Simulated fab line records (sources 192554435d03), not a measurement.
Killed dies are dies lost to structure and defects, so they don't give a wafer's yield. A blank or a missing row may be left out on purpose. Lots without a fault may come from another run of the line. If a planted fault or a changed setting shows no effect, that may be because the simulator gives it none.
fab line records	flow n5Finfet	part 1 of 2: steps 1 to 31 of 42
record: lots: 5	wafers: 15	lastDay: 18
route steps=1938 shown STI_FIN_REVEAL@191 DUMMY_GATE@212
lots that met no fault: taken from a fault-free run of the same line
startH: start of the lot's first displayed wafer, in hours after the record's first day	waitH: hours elapsed since this lot's preceding step	" the same as in the row above	L1.1+2: several wafers, shown together as one row	- no value, or no start was given	* or withheld: withheld	< > ~ a bound
route shown NAME@n: NAME is a module with steps in the file, n the number in the route of the first one	usual: the fault-free wafers' mean and standard deviation	same: alike in all rows	chamber/n: place in a boat	sites: per-site readings	_std_site: the standard deviation of these	_edge_site: the outer-site mean with the inner-site mean subtracted	radiusMm: how far each site lies from the wafer's centre	mask NAME#n: copy n	behind: the tool/chamber that last shaped the wafer	hold: cause of the lot's hold/its duration in hours/its outcome	device: transistor that didn't switch, given as n, p or np	end of line: the tests these same wafers got at the end of their route	where a step has no rows: the recipe by itself	killed: count of dies lost to structure and defects at first sort (not the wafer's yield)	map: a wafer's dies, x killed, . not, _ none there
set.NAME: the run value of the setting; set.NAME@STEP: its run value at that earlier step	model.NAME: the simulator's own value behind a step, which no gauge read
lots seen at some steps along the route; tables by step, rows by wafer
services: when a tool's chamber went out of use (startH, in hours from the record's first day, below 0 if earlier), for how many hours, and the reason
== steps ==
step: N5_STI_FIN_REVEAL_STRIP_24
recipe: chemistry: N2/H2	timeS: 90	powerW: 100	tempC: 40	pressureMtorr: 100	rfFrequencyHz: 6e+07	biasPowerW: 3	n2FlowSccm: 300	h2FlowSccm: 300
usual: drypumpMotorCurrentA: 5.7/0.41	oesProductAu: 0.75/0.089	rfVppV: 45.2/0.92	showerheadPlenumPTorr: 3.39/0.13	throttleValvePct: 12.27/0.25
lot.wafer	tool	chamber	startH	waitH	drypumpMotorCurrentA	oesProductAu	rfHoursCounterH	rfVppV	showerheadPlenumPTorr	throttleValvePct
L074.1	rieDiel-05	2	35.58	0.0	5.5	0.79	120	44.1	3.13	12.02
L074.2	"	1	"	"	6.1	0.81	105	46.1	3.53	12.13
L074.4	"	3	"	"	5.6	0.69	230	46.4	3.34	12.83
L077.1	rieDiel-05	1	53.61	0.0	6.2	0.80	111	45.0	3.52	12.14
L077.5	"	2	"	"	5.5	0.79	-	42.9	3.12	12.06
L077.6	"	3	"	"	5.6	0.69	-	44.4	3.34	12.85
L079.2	rieDiel-04	0	64.45	0.0	5.6	0.99	3	45.3	3.62	12.02
L079.3	"	3	"	"	6.0	0.67	229	45.4	3.31	12.18
L079.5	"	3	"	"	6.1	0.68	-	46.2	3.31	12.15
L081.1	rieDiel-05	3	78.35	0.0	5.6	0.69	245	45.2	3.33	12.84
L081.3	"	1	"	"	6.1	0.78	119	46.2	3.52	12.17
L081.5	"	3	"	"	5.6	0.69	-	46.1	3.33	12.87
L097.1	rieDiel-05	0	171.05	0.0	5.1	0.97	5	46.0	3.47	11.70
L097.3	"	2	"	"	5.5	0.75	170	44.2	3.10	12.16
L097.6	"	0	"	"	5.1	0.97	-	44.7	3.47	11.72
step: N5_STI_FIN_REVEAL_PRECLEAN_25
recipe: chemistry: SPM	timeS: 90	tempC: 120	mix: 4:1
lot.wafer	tool	chamber	startH	waitH
L074.1+2+4	wetBench-04	2,7,0	35.71	0.1
L077.1+5+6	wetBench-04	7,2,1	53.73	0.1
L079.2+3+5	wetBench-04	6,4,1	64.57	0.1
L081.1+3+5	wetBench-04	1,3,4	78.48	0.1
L097.1+3+6	wetBench-06	5,2,4	171.18	0.1
step: N5_STI_FIN_REVEAL_PRECLEAN_26
recipe: chemistry: SC1	timeS: 45	tempC: 46	mix: 1:2:100
lot.wafer	tool	chamber	startH	waitH
L074.1+2+4	wetBench-04	2,7,0	35.73	0.0
L077.1+5+6	wetBench-04	7,2,1	53.76	0.0
L079.2+3+5	wetBench-04	6,4,1	64.59	0.0
L081.1+3+5	wetBench-04	1,3,4	78.50	0.0
L097.1+3+6	wetBench-06	5,2,4	171.21	0.0
step: N5_STI_FIN_REVEAL_PRECLEAN_29
recipe: chemistry: DHF	timeS: 30	tempC: 25	dilution: 300:1
lot.wafer	tool	chamber	startH	waitH
L074.1+2+4	wetBench-04	2,7,0	35.75	0.0
L077.1+5+6	wetBench-04	7,2,1	53.77	0.0
L079.2+3+5	wetBench-04	6,4,1	64.61	0.0
L081.1+3+5	wetBench-04	1,3,4	78.52	0.0
L097.1+3+6	wetBench-06	5,2,4	171.22	0.0
step: N5_STI_FIN_REVEAL_SRD_12
recipe: timeS: 30	tempC: 23	rinseLiquid: diw	dry: ipaMarangoni
lot.wafer	tool	chamber	startH	waitH
L074.1+2+4	wetBench-04	2,7,0	35.75	0.0
L077.1+5+6	wetBench-04	7,2,1	53.78	0.0
L079.2+3+5	wetBench-04	6,4,1	64.62	0.0
L081.1+3+5	wetBench-04	1,3,4	78.52	0.0
L097.1+3+6	wetBench-06	5,2,4	171.23	0.0
step: N5_STI_FIN_REVEAL_RECESS_09
recipe: chemistry: HF/NH3	target: SiO2	afsCycles: 11	targetDepthA: 425	tempC: 30	sublimationTempC: 180	sublimationTimeS: 60
usual: drypumpMotorCurrentA: 5.85/0.15
same: sublimationTimeS: 60
lot.wafer	tool	chamber	startH	waitH	drypumpMotorCurrentA
L074.1	vaporEtch-02	1	35.80	0.0	5.71
L074.2	"	0	"	"	5.82
L074.4	"	1	"	"	5.71
L077.1	vaporEtch-01	1	53.82	0.0	6.11
L077.5	"	1	55.94	2.1	6.08
L077.6	"	1	"	"	6.09
L079.2	vaporEtch-01	1	64.66	0.0	6.06
L079.3	"	0	"	"	5.76
L079.5	"	0	"	"	5.75
L081.1	vaporEtch-02	1	78.57	0.0	5.70
L081.3	"	1	"	"	5.70
L081.5	"	0	"	"	5.83
L097.1	vaporEtch-01	1	171.28	0.0	6.05
L097.3	"	1	"	"	6.09
L097.6	"	1	"	"	6.07
step: N5_STI_FIN_REVEAL_STRIP_16
recipe: chemistry: H3PO4	material: SiNx	tempC: 165	targetDepthA: 238	overetchFraction: 0.4964	dry: ipaMarangoni
lot.wafer	tool	chamber	startH	waitH
L074.1+2+4	wetBench-06	5,0,1	37.42	1.1
L077.1+5+6	wetBench-03	3,5,6	57.03	2.7
L079.2+3+5	wetBench-04	3,0,6	66.28	1.1
L081.1+3+5	wetBench-03	2,6,1	80.19	1.1
L097.1+3+6	wetBench-03	6,1,3	172.89	1.1
step: N5_STI_FIN_REVEAL_PRECLEAN_17
recipe: chemistry: NF3:NH3	afsCycles: 1	tempC: 30	timeS: 20	sublimationTempC: 180	sublimationTimeS: 60	pressureTorr: 3	rfPowerW: 30
same: sublimationTimeS: 60
lot.wafer	tool	chamber	startH	waitH
L074.1+2+4	remotePlasma-01	0	37.71	0.0
L077.1+5+6	remotePlasma-01	1	57.32	0.0
L079.2+3+5	remotePlasma-02	0	66.58	0.1
L081.1+3+5	remotePlasma-02	0	80.46	0.0
L097.1+3+6	remotePlasma-01	0	173.16	0.0
step: N5_STI_FIN_REVEAL_ETCH_34
recipe: chemistry: H2	mode: isotropic	material: Si	target: Si	targetDepthA: 9.7	tempC: 20	pressureMtorr: 4.5	icpW: 300	biasW: 0	h2FlowSccm: 7.5	heFlowSccm: 142.5
usual: drypumpMotorCurrentA: 5.6/0.51	oesProductAu: 1.003/0.022	throttleValvePct: 25.7/0.66
lot.wafer	tool	chamber	startH	waitH	drypumpMotorCurrentA	oesProductAu	rfHoursCounterH	throttleValvePct
L074.1	rieSi-03	2	37.92	0.2	6.0	1.023	18	26.1
L074.2	"	0	"	"	5.7	0.966	90	26.5
L074.4	"	3	"	"	6.0	0.985	40	25.6
L077.1	rieSi-03	2	57.52	0.2	6.0	1.039	18	26.1
L077.5	"	1	"	"	5.1	0.993	-	25.2
L077.6	"	2	"	"	6.1	1.028	-	26.1
L079.2	rieSi-05	2	66.75	0.1	6.4	1.002	142	25.2
L079.3	"	3	"	"	5.3	1.019	125	26.2
L079.5	"	2	"	"	6.4	1.008	-	25.2
L081.1	rieSi-05	0	80.66	0.2	5.3	1.004	58	25.3
L081.3	"	2	"	"	6.5	1.024	142	25.2
L081.5	"	0	"	"	5.3	1.003	-	25.3
L097.1	rieSi-05	3	173.37	0.2	5.3	1.020	127	26.2
L097.3	"	0	"	"	5.3	0.998	60	25.3
L097.6	"	1	"	"	5.7	1.003	-	25.5
step: N5_STI_FIN_REVEAL_OXIDATION_31
recipe: chemistry: O2_PLASMA_REMOTE	tempC: 150	timeS: 20	pressureMtorr: 1000	sourcePowerW: 2000	o2FlowSccm: 3000
usual: drypumpMotorCurrentA: 5.55/0.16	heaterPowerW: 147/11
lot.wafer	tool	chamber	startH	waitH	drypumpMotorCurrentA	heaterPowerW	rfHoursCounterH
L074.1	plasmaAsher-01	1	37.98	0.0	5.71	130	27
L074.2	"	0	"	"	5.29	160	27
L074.4	"	0	"	"	5.27	162	-
L077.1	plasmaAsher-02	0	57.58	0.0	5.67	146	83
L077.5	"	1	"	"	5.58	148	-
L077.6	"	0	"	"	5.65	145	-
L079.2	plasmaAsher-01	0	66.81	0.0	5.23	162	34
L079.3	"	0	"	"	5.29	163	-
L079.5	"	1	"	"	5.69	132	-
L081.1	plasmaAsher-02	1	80.72	0.0	5.57	149	87
L081.3	"	1	"	"	5.55	147	-
L081.5	"	0	"	"	5.63	145	-
L097.1	plasmaAsher-02	1	173.43	0.0	5.54	151	106
L097.3	"	0	"	"	5.66	144	-
L097.6	"	0	"	"	5.65	141	-
step: N5_STI_FIN_REVEAL_PRECLEAN_32
recipe: chemistry: NF3:NH3	afsCycles: 1	tempC: 30	timeS: 20	sublimationTempC: 180	sublimationTimeS: 60	pressureTorr: 3	rfPowerW: 30
same: sublimationTimeS: 60
lot.wafer	tool	chamber	startH	waitH
L074.1+2+4	remotePlasma-01	0	38.06	0.1
L077.1+5+6	remotePlasma-02	1	57.67	0.1
L079.2+3+5	remotePlasma-01	0	66.93	0.1
L081.1+3+5	remotePlasma-01	1	80.80	0.1
L097.1+3+6	remotePlasma-01	0	173.51	0.1
step: N5_STI_FIN_REVEAL_STRIP_35
recipe: chemistry: H3PO4	material: Si3N4	tempC: 165	targetDepthA: 40	timeS: 39
lot.wafer	tool	chamber	startH	waitH
L074.1+2+4	wetBench-06	3,1,6	38.27	0.2
L077.1+5+6	wetBench-04	2,7,1	57.88	0.2
L079.2+3+5	wetBench-03	6,7,3	67.11	0.2
L081.1+3+5	wetBench-04	1,4,5	81.01	0.2
L097.1+3+6	wetBench-06	5,4,3	173.74	0.2
step: N5_STI_FIN_REVEAL_SRD_21
recipe: dry: ipaMarangoni	timeS: 30	tempC: 23	rinseLiquid: diw
lot.wafer	tool	chamber	startH	waitH
L074.1+2+4	wetBench-06	3,1,6	38.29	0.0
L077.1+5+6	wetBench-04	2,7,1	57.89	0.0
L079.2+3+5	wetBench-03	6,7,3	67.12	0.0
L081.1+3+5	wetBench-04	1,4,5	81.03	0.0
L097.1+3+6	wetBench-06	5,4,3	173.75	0.0
step: N5_STI_FIN_REVEAL_OXIDATION_33
recipe: chemistry: O2_PLASMA_REMOTE	tempC: 150	timeS: 20	pressureMtorr: 1000	sourcePowerW: 2000	o2FlowSccm: 3000
usual: drypumpMotorCurrentA: 5.55/0.16	heaterPowerW: 147/12
lot.wafer	tool	chamber	startH	waitH	drypumpMotorCurrentA	heaterPowerW	rfHoursCounterH
L074.1	plasmaAsher-01	0	38.34	0.0	5.26	166	28
L074.2	"	1	"	"	5.68	131	28
L074.4	"	1	"	"	5.72	133	-
L077.1	plasmaAsher-01	1	57.94	0.0	5.72	134	33
L077.5	"	0	"	"	5.26	163	-
L077.6	"	1	"	"	5.68	130	-
L079.2	plasmaAsher-02	0	67.16	0.0	5.67	143	85
L079.3	"	1	"	"	5.59	148	-
L079.5	"	1	"	"	5.57	151	-
L081.1	plasmaAsher-02	0	81.07	0.0	5.64	144	87
L081.3	"	0	"	"	5.64	142	-
L081.5	"	1	"	"	5.57	151	-
L097.1	plasmaAsher-01	0	173.79	0.0	5.25	160	56
L097.3	"	0	"	"	5.28	169	-
L097.6	"	0	"	"	5.26	171	-
step: N5_STI_FIN_REVEAL_CLEAN_19
recipe: chemistry: O3/DIW	tempC: 25	timeS: 120	o3Ppm: 10
lot.wafer	tool	chamber	startH	waitH
L074.1+2+4	wetBench-06	6,1,2	38.42	0.1
L077.1+5+6	wetBench-06	2,3,7	58.02	0.1
L079.2+3+5	wetBench-04	3,1,2	67.25	0.1
L081.1+3+5	wetBench-06	3,0,1	81.16	0.1
L097.1+3+6	wetBench-04	2,0,1	173.88	0.1
step: N5_STI_FIN_REVEAL_SRD_23
recipe: dry: ipaMarangoni	timeS: 30	tempC: 23	rinseLiquid: diw
lot.wafer	tool	chamber	startH	waitH
L074.1+2+4	wetBench-06	6,1,2	38.47	0.0
L077.1+5+6	wetBench-06	2,3,7	58.06	0.0
L079.2+3+5	wetBench-04	3,1,2	67.29	0.0
L081.1+3+5	wetBench-06	3,0,1	81.20	0.0
L097.1+3+6	wetBench-04	2,0,1	173.92	0.0
step: N5_STI_FIN_REVEAL_CD_MEAS_22
recipe: targetCdNm: 6.238	pitchNm: 28	polarity: line
usual: cdNm: 6.28/0.28
lot.wafer	tool	chamber	startH	waitH	cdNm
L074.1	cdSem-02	-	38.51	0.0	6.40
L074.2	"	-	"	"	6.58
L074.4	"	-	"	"	5.69
L077.1	cdSem-03	-	58.10	0.0	6.47
L077.5	"	-	"	"	6.31
L077.6	"	-	"	"	6.41
L079.2	cdSem-01	-	67.33	0.0	6.28
L079.3	"	-	"	"	6.22
L079.5	"	-	"	"	5.79
L081.1	cdSem-02	-	81.24	0.0	5.96
L081.3	"	-	"	"	6.35
L081.5	"	-	"	"	6.53
L097.1	cdSem-01	-	173.96	0.0	6.30
L097.3	"	-	"	"	6.58
L097.6	"	-	"	"	6.27
step: N5_STI_FIN_REVEAL_FIN_H_MEAS_10
usual: trenchDepthNm: 51.7/0.76
lot.wafer	tool	chamber	startH	waitH	trenchDepthNm
L074.1	ocd-01	-	38.54	0.0	51.7
L074.2	"	-	"	"	52.5
L074.4	"	-	"	"	52.6
L077.1	ocd-02	-	58.13	0.0	51.0
L077.5	"	-	"	"	51.6
L077.6	"	-	"	"	52.1
L079.2	ocd-02	-	67.36	0.0	52.1
L079.3	"	-	"	"	51.6
L079.5	"	-	"	"	50.7
L081.1	ocd-01	-	81.27	0.0	51.4
L081.3	"	-	"	"	50.6
L081.5	"	-	"	"	51.9
L097.1	ocd-01	-	173.99	0.0	52.5
L097.3	"	-	"	"	50.6
L097.6	"	-	"	"	51.9
step: N5_STI_FIN_REVEAL_PRECLEAN_18
recipe: chemistry: SC2	timeS: 45	tempC: 35	mix: 1:1:50
lot.wafer	tool	chamber	startH	waitH
L074.1+2+4	wetBench-04	7,3,0	38.57	0.0
L077.1+5+6	wetBench-04	5,1,2	58.17	0.0
L079.2+3+5	wetBench-06	7,0,6	67.39	0.0
L081.1+3+5	wetBench-04	3,0,6	81.30	0.0
L097.1+3+6	wetBench-03	6,5,2	174.02	0.0
step: N5_STI_FIN_REVEAL_SRD_28
recipe: dry: ipaMarangoni	timeS: 30	tempC: 23	rinseLiquid: diw
lot.wafer	tool	chamber	startH	waitH
L074.1+2+4	wetBench-04	7,3,0	38.59	0.0
L077.1+5+6	wetBench-04	5,1,2	58.18	0.0
L079.2+3+5	wetBench-06	7,0,6	67.41	0.0
L081.1+3+5	wetBench-04	3,0,6	81.31	0.0
L097.1+3+6	wetBench-03	6,5,2	174.04	0.0
step: N5_STI_FIN_REVEAL_INSPECT_13
recipe: inspectInstrument: darkfield	mode: postClean
usual: rawDefectCount: 13/5.7
lot.wafer	tool	chamber	startH	waitH	rawDefectCount
L074.1	defectInspect-01	-	38.63	0.0	6
L074.2	"	-	"	"	14
L074.4	"	-	"	"	14
L077.1	defectInspect-01	-	58.22	0.0	11
L077.5	"	-	"	"	11
L077.6	"	-	"	"	17
L079.2	defectInspect-02	-	67.45	0.0	15
L079.3	"	-	"	"	15
L079.5	"	-	"	"	18
L081.1	defectInspect-01	-	81.35	0.0	14
L081.3	"	-	"	"	9
L081.5	"	-	"	"	9
L097.1	defectInspect-02	-	174.08	0.0	4
L097.3	"	-	"	"	14
L097.6	"	-	"	"	11
step: N5_DUMMY_GATE_PRECLEAN_00
recipe: chemistry: O3/DIW	timeS: 60	tempC: 22	o3Ppm: 10
lot.wafer	tool	chamber	startH	waitH
L074.1+2+4	wetBench-05	4,2,5	38.65	0.0
L077.1+5+6	wetBench-01	4,2,3	58.25	0.0
L079.2+3+5	wetBench-02	7,6,2	67.48	0.0
L081.1+3+5	wetBench-05	4,1,2	81.38	0.0
L097.1+3+6	wetBench-02	3,4,6	174.11	0.0
step: N5_DUMMY_GATE_SRD_01
recipe: timeS: 30	tempC: 23	rinseLiquid: diw	dry: ipaMarangoni
lot.wafer	tool	chamber	startH	waitH
L074.1+2+4	wetBench-05	4,2,5	38.67	0.0
L077.1+5+6	wetBench-01	4,2,3	58.27	0.0
L079.2+3+5	wetBench-02	7,6,2	67.50	0.0
L081.1+3+5	wetBench-05	4,1,2	81.40	0.0
L097.1+3+6	wetBench-02	3,4,6	174.13	0.0
step: N5_DUMMY_GATE_ALD_02
recipe: material: SiO2	targetThkA: 20	tempC: 300	aldPrecursorFamily: BDEAS	aldCoReactant: O2-plasma	pulseTimeS: 1	pressureTorr: 2
usual: heaterPowerW: 484/46	precursorPulseHeightRel: 0.998/0.02
same: pulseTimeS: 1
lot.wafer	tool	chamber	startH	waitH	heaterPowerW	precursorPulseHeightRel
L074.1	aldSin-03	0	40.11	1.4	502	1.006
L074.2	"	3	"	"	520	0.969
L074.4	"	2	"	"	498	1.017
L077.1	aldSin-03	1	58.31	0.0	419	0.999
L077.5	"	2	"	"	500	1.013
L077.6	"	3	"	"	525	0.997
L079.2	aldSin-01	0	67.55	0.0	588	0.998
L079.3	"	1	"	"	489	1.007
L079.5	"	1	"	"	509	1.000
L081.1	aldSin-01	3	81.45	0.0	439	0.970
L081.3	"	0	"	"	574	0.992
L081.5	"	2	"	"	525	0.973
L097.1	aldSin-02	1	174.17	0.0	499	0.993
L097.3	"	0	"	"	490	1.033
L097.6	"	0	"	"	477	0.980
step: N5_DUMMY_GATE_CVD_03
recipe: material: a-Si	targetThkA: 1500	tempC: 530	precursor: SiH4	timeS: 8042
lot.wafer	tool	chamber	startH	waitH
L074.1+2+4	lpcvd-01	0/90,0/95,0/104	40.22	0.1
L077.1+5+6	lpcvd-01	0/65,0/84,0/89	58.42	0.1
L079.2+3+5	lpcvd-01	0/70,0/75,0/84	67.65	0.1
L081.1+3+5	lpcvd-01	1/90,1/100,1/109	81.55	0.1
L097.1+3+6	lpcvd-02	0/90,0/100,0/114	174.28	0.1
step: N5_DUMMY_GATE_PRECLEAN_46
recipe: chemistry: DIW	timeS: 89.5	tempC: 23
lot.wafer	tool	chamber	startH	waitH
L074.1+2+4	wetBench-02	0,6,1	43.89	0.0
L077.1+5+6	wetBench-05	7,6,1	62.11	0.0
L079.2+3+5	wetBench-02	2,3,6	71.34	0.0
L081.1+3+5	wetBench-05	2,3,7	85.24	0.0
L097.1+3+6	wetBench-02	4,1,3	177.95	0.0
step: N5_DUMMY_GATE_SRD_47
recipe: dryTimeS: 32	dry: n2Spin	spinRpm: 1500
lot.wafer	tool	chamber	startH	waitH
L074.1+2+4	wetBench-02	0,6,1	43.92	0.0
L077.1+5+6	wetBench-05	7,6,1	62.14	0.0
L079.2+3+5	wetBench-02	2,3,6	71.37	0.0
L081.1+3+5	wetBench-05	2,3,7	85.27	0.0
L097.1+3+6	wetBench-02	4,1,3	177.98	0.0
step: N5_DUMMY_GATE_CMP_04
recipe: material: a-Si	postCmpClean: alkalineBrush
usual: motorCurrentA: 10.1/1.3	timeToEndpointS: 13.9/2.6
lot.wafer	tool	chamber	startH	waitH	motorCurrentA	timeToEndpointS
L074.2	cmp-01	3	43.95	0.0	11.1	13.4
L074.4	"	1	"	"	8.5	12.1
L074.1	"	2	"	"	9.7	12.9
L077.1	cmp-02	1	62.17	0.0	12.0	16.1
L077.6	"	1	"	"	11.1	15.9
L077.5	"	2	"	"	7.9	14.3
L079.3	cmp-02	0	71.41	0.0	8.9	14.4
L079.2	"	2	"	"	7.9	11.1
L079.5	"	0	"	"	8.9	15.4
L081.1	cmp-01	0	85.30	0.0	11.8	18.7
L081.3	"	1	"	"	8.4	9.3
L081.5	"	1	"	"	8.8	10.5
L097.3	cmp-01	1	178.01	0.0	9.6	5.7
L097.1	"	3	"	"	10.9	12.8
L097.6	"	2	"	"	8.9	6.7
step: N5_DUMMY_GATE_THK_MEAS_05
usual: thkNm: 72.2/1.3
lot.wafer	tool	chamber	startH	waitH	thkNm
L074.1	filmMetro-02	-	44.19	0.1	72.1
L074.2	"	-	"	"	71.9
L074.4	"	-	"	"	70.1
L077.1	filmMetro-02	-	62.41	0.2	72.7
L077.5	"	-	"	"	71.1
L077.6	"	-	"	"	74.4
L079.2	filmMetro-02	-	71.65	0.1	71.7
L079.3	"	-	"	"	74.0
L079.5	"	-	"	"	73.6
L081.1	filmMetro-02	-	85.54	0.2	72.9
L081.3	"	-	"	"	69.7
L081.5	"	-	"	"	69.3
L097.1	filmMetro-02	-	178.26	0.1	71.2
L097.3	"	-	"	"	68.9
L097.6	"	-	"	"	70.3
step: N5_DUMMY_GATE_HM_DEP_06
recipe: material: SiNx	targetThkA: 800	precursor: DCS/NH3	tempC: 700	pressureMtorr: 300	timeS: 5141
lot.wafer	tool	chamber	startH	waitH
L074.1+2+4	lpcvd-02	1/15,1/20,1/29	44.22	0.0
L077.1+5+6	lpcvd-01	1/40,1/59,1/64	62.44	0.0
L079.2+3+5	lpcvd-02	1/95,1/100,1/109	71.67	0.0
L081.1+3+5	lpcvd-02	1/15,1/25,1/34	85.57	0.0
L097.1+3+6	lpcvd-01	0/15,0/25,0/39	178.49	0.2
step: N5_DUMMY_GATE_PECVD_30
recipe: material: SiO2	targetThkA: 550	tempC: 400	precursor: TEOS/O2	pressureTorr: 6.5	rfW: withheld	teosFlowSccm: withheld	gas: O2	flowSccm: 2650	timeS: 10.8
lot.wafer	tool	chamber	startH	waitH
L074.1+2+4	pecvd-01	2,1,1	48.16	0.0
L077.1+5+6	pecvd-04	0,0,1	66.38	0.0
L079.2+3+5	pecvd-04	2,1,2	75.62	0.0
L081.1+3+5	pecvd-02	1,2,0	89.53	0.0
L097.1+3+6	pecvd-02	1,2,2	182.43	0.0
